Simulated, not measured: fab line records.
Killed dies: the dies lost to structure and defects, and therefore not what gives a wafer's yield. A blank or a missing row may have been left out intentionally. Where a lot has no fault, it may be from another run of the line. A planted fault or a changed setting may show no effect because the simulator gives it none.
Lot-split experiment || flow n5_finfet || route with 1938 steps; 7 lots, 39 wafers read

== SPLIT DETAILS ==
At N5_WELL_APT_IMPLANT_14, the setting energy_kev was moved away from the recipe's 160 on 15 of the 39 wafers read, by -11.8% to +11.8%. All remaining wafers had this setting at the recipe value.

The split's own step is where the reading is taken.

== THE READING ==
In nm, at N5_WELL_APT_IMPLANT_14: implant.drp_nm, which is the simulator's own figure and was read by no gauge. The file gives no usual value for it.

{"wafer": "L080.1", "tool, chamber at the split": "implanter-02, 0", "energy_kev as run": 160, "against the recipe": "recipe", "implant.drp_nm, nm": 65.9, "against lot-mates on the recipe": "-"}
{"wafer": "L080.2", "tool, chamber at the split": "implanter-02, 0", "energy_kev as run": 160, "against the recipe": "recipe", "implant.drp_nm, nm": 65.9, "against lot-mates on the recipe": "-"}
{"wafer": "L080.3", "tool, chamber at the split": "implanter-02, 0", "energy_kev as run": 160, "against the recipe": "recipe", "implant.drp_nm, nm": 65.9, "against lot-mates on the recipe": "-"}
{"wafer": "L080.4", "tool, chamber at the split": "implanter-02, 0", "energy_kev as run": 160, "against the recipe": "recipe", "implant.drp_nm, nm": 65.9, "against lot-mates on the recipe": "-"}
{"wafer": "L080.5", "tool, chamber at the split": "implanter-02, 0", "energy_kev as run": 160, "against the recipe": "recipe", "implant.drp_nm, nm": 65.9, "against lot-mates on the recipe": "-"}
{"wafer": "L080.6", "tool, chamber at the split": "implanter-02, 0", "energy_kev as run": 160, "against the recipe": "recipe", "implant.drp_nm, nm": 65.9, "against lot-mates on the recipe": "-"}
{"wafer": "L088.1", "tool, chamber at the split": "implanter-02, 0", "energy_kev as run": 160, "against the recipe": "recipe", "implant.drp_nm, nm": 65.9, "against lot-mates on the recipe": "-"}
{"wafer": "L088.5", "tool, chamber at the split": "implanter-02, 0", "energy_kev as run": 160, "against the recipe": "recipe", "implant.drp_nm, nm": 65.9, "against lot-mates on the recipe": "-"}
{"wafer": "L088.6", "tool, chamber at the split": "implanter-02, 0", "energy_kev as run": 160, "against the recipe": "recipe", "implant.drp_nm, nm": 65.9, "against lot-mates on the recipe": "-"}
{"wafer": "L088.2", "tool, chamber at the split": "implanter-02, 0", "energy_kev as run": 177.5, "against the recipe": "+10.9%", "implant.drp_nm, nm": 71.16, "against lot-mates on the recipe": "+5.26"}
{"wafer": "L088.3", "tool, chamber at the split": "implanter-02, 0", "energy_kev as run": 177.5, "against the recipe": "+10.9%", "implant.drp_nm, nm": 71.16, "against lot-mates on the recipe": "+5.26"}
{"wafer": "L088.4", "tool, chamber at the split": "implanter-02, 0", "energy_kev as run": 177.5, "against the recipe": "+10.9%", "implant.drp_nm, nm": 71.16, "against lot-mates on the recipe": "+5.26"}
{"wafer": "L091.1", "tool, chamber at the split": "implanter-01, 0", "energy_kev as run": 160, "against the recipe": "recipe", "implant.drp_nm, nm": 65.9, "against lot-mates on the recipe": "-"}
{"wafer": "L091.2", "tool, chamber at the split": "implanter-01, 0", "energy_kev as run": 160, "against the recipe": "recipe", "implant.drp_nm, nm": 65.9, "against lot-mates on the recipe": "-"}
{"wafer": "L091.5", "tool, chamber at the split": "implanter-01, 0", "energy_kev as run": 160, "against the recipe": "recipe", "implant.drp_nm, nm": 65.9, "against lot-mates on the recipe": "-"}
{"wafer": "L094.1", "tool, chamber at the split": "implanter-01, 0", "energy_kev as run": 160, "against the recipe": "recipe", "implant.drp_nm, nm": 65.9, "against lot-mates on the recipe": "-"}
{"wafer": "L094.2", "tool, chamber at the split": "implanter-01, 0", "energy_kev as run": 160, "against the recipe": "recipe", "implant.drp_nm, nm": 65.9, "against lot-mates on the recipe": "-"}
{"wafer": "L094.5", "tool, chamber at the split": "implanter-01, 0", "energy_kev as run": 160, "against the recipe": "recipe", "implant.drp_nm, nm": 65.9, "against lot-mates on the recipe": "-"}
{"wafer": "L094.3", "tool, chamber at the split": "implanter-01, 0", "energy_kev as run": 148.5, "against the recipe": "-7.2%", "implant.drp_nm, nm": 62.32, "against lot-mates on the recipe": -3.58}
{"wafer": "L094.4", "tool, chamber at the split": "implanter-01, 0", "energy_kev as run": 148.5, "against the recipe": "-7.2%", "implant.drp_nm, nm": 62.32, "against lot-mates on the recipe": -3.58}
{"wafer": "L094.6", "tool, chamber at the split": "implanter-01, 0", "energy_kev as run": 148.5, "against the recipe": "-7.2%", "implant.drp_nm, nm": 62.32, "against lot-mates on the recipe": -3.58}
{"wafer": "L095.1", "tool, chamber at the split": "implanter-01, 0", "energy_kev as run": 141.2, "against the recipe": "-11.8%", "implant.drp_nm, nm": 59.9, "against lot-mates on the recipe": -6.00}
{"wafer": "L095.2", "tool, chamber at the split": "implanter-01, 0", "energy_kev as run": 141.2, "against the recipe": "-11.8%", "implant.drp_nm, nm": 59.9, "against lot-mates on the recipe": -6.00}
{"wafer": "L095.5", "tool, chamber at the split": "implanter-01, 0", "energy_kev as run": 141.2, "against the recipe": "-11.8%", "implant.drp_nm, nm": 59.9, "against lot-mates on the recipe": -6.00}
{"wafer": "L095.3", "tool, chamber at the split": "implanter-01, 0", "energy_kev as run": 160, "against the recipe": "recipe", "implant.drp_nm, nm": 65.9, "against lot-mates on the recipe": "-"}
{"wafer": "L095.4", "tool, chamber at the split": "implanter-01, 0", "energy_kev as run": 160, "against the recipe": "recipe", "implant.drp_nm, nm": 65.9, "against lot-mates on the recipe": "-"}
{"wafer": "L095.6", "tool, chamber at the split": "implanter-01, 0", "energy_kev as run": 160, "against the recipe": "recipe", "implant.drp_nm, nm": 65.9, "against lot-mates on the recipe": "-"}
{"wafer": "L096.1", "tool, chamber at the split": "implanter-01, 0", "energy_kev as run": 160, "against the recipe": "recipe", "implant.drp_nm, nm": 65.9, "against lot-mates on the recipe": "-"}
{"wafer": "L096.2", "tool, chamber at the split": "implanter-01, 0", "energy_kev as run": 160, "against the recipe": "recipe", "implant.drp_nm, nm": 65.9, "against lot-mates on the recipe": "-"}
{"wafer": "L096.4", "tool, chamber at the split": "implanter-01, 0", "energy_kev as run": 160, "against the recipe": "recipe", "implant.drp_nm, nm": 65.9, "against lot-mates on the recipe": "-"}
{"wafer": "L096.3", "tool, chamber at the split": "implanter-01, 0", "energy_kev as run": 178.8, "against the recipe": "+11.8%", "implant.drp_nm, nm": 71.55, "against lot-mates on the recipe": "+5.65"}
{"wafer": "L096.5", "tool, chamber at the split": "implanter-01, 0", "energy_kev as run": 178.8, "against the recipe": "+11.8%", "implant.drp_nm, nm": 71.55, "against lot-mates on the recipe": "+5.65"}
{"wafer": "L096.6", "tool, chamber at the split": "implanter-01, 0", "energy_kev as run": 178.8, "against the recipe": "+11.8%", "implant.drp_nm, nm": 71.55, "against lot-mates on the recipe": "+5.65"}
{"wafer": "L097.1", "tool, chamber at the split": "implanter-02, 0", "energy_kev as run": 160, "against the recipe": "recipe", "implant.drp_nm, nm": 65.9, "against lot-mates on the recipe": "-"}
{"wafer": "L097.3", "tool, chamber at the split": "implanter-02, 0", "energy_kev as run": 160, "against the recipe": "recipe", "implant.drp_nm, nm": 65.9, "against lot-mates on the recipe": "-"}
{"wafer": "L097.4", "tool, chamber at the split": "implanter-02, 0", "energy_kev as run": 160, "against the recipe": "recipe", "implant.drp_nm, nm": 65.9, "against lot-mates on the recipe": "-"}
{"wafer": "L097.2", "tool, chamber at the split": "implanter-02, 0", "energy_kev as run": 142.2, "against the recipe": "-11.1%", "implant.drp_nm, nm": 60.23, "against lot-mates on the recipe": -5.67}
{"wafer": "L097.5", "tool, chamber at the split": "implanter-02, 0", "energy_kev as run": 142.2, "against the recipe": "-11.1%", "implant.drp_nm, nm": 60.23, "against lot-mates on the recipe": -5.67}
{"wafer": "L097.6", "tool, chamber at the split": "implanter-02, 0", "energy_kev as run": 142.2, "against the recipe": "-11.1%", "implant.drp_nm, nm": 60.23, "against lot-mates on the recipe": -5.67}

FIT RESULTS
A straight line over all 39 wafers: implant.drp_nm changes by +0.495 nm for each +1% of energy_kev; r = +1.00; the points scatter about the line by 0.078 nm.
The same after taking each lot's own level away (the mean of its wafers on the recipe; 39 wafers): +0.495 nm for each +1%; r = +1.00; scatter 0.078 nm.
On that fit, the largest move of energy_kev shifts the reading by 5.8 nm.
The lots' own levels span 65.900 to 65.900 nm.
Consequently the slope shifts little with the lot-to-lot level, the two slopes agreeing.
Check: for one of the wafers moved furthest among these (+11.8%), held out of the fit, the line's prediction against its lot-mates is +5.78 nm. It came out at +5.65 nm against them.

== THE WHOLE CHAIN: every reading that the file lists as answering this split, in the file's order ==
{"step": "N5_WELL_APT_IMPLANT_14", "what it does": "", "reading": "implant.rp_nm (the simulator's own value, which no gauge read)", "change (the file's fit)": "+2.08 nm for each +1% of the setting", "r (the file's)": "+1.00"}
{"step": "N5_WELL_APT_IMPLANT_14", "what it does": "", "reading": "implant.drp_nm (the simulator's own value, which no gauge read)", "change (the file's fit)": "+0.496 nm for each +1% of the setting", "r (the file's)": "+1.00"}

== FILE'S OWN FIT ==
implant.drp_nm changes by +0.496 nm for each +1% of energy_kev, r = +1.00.
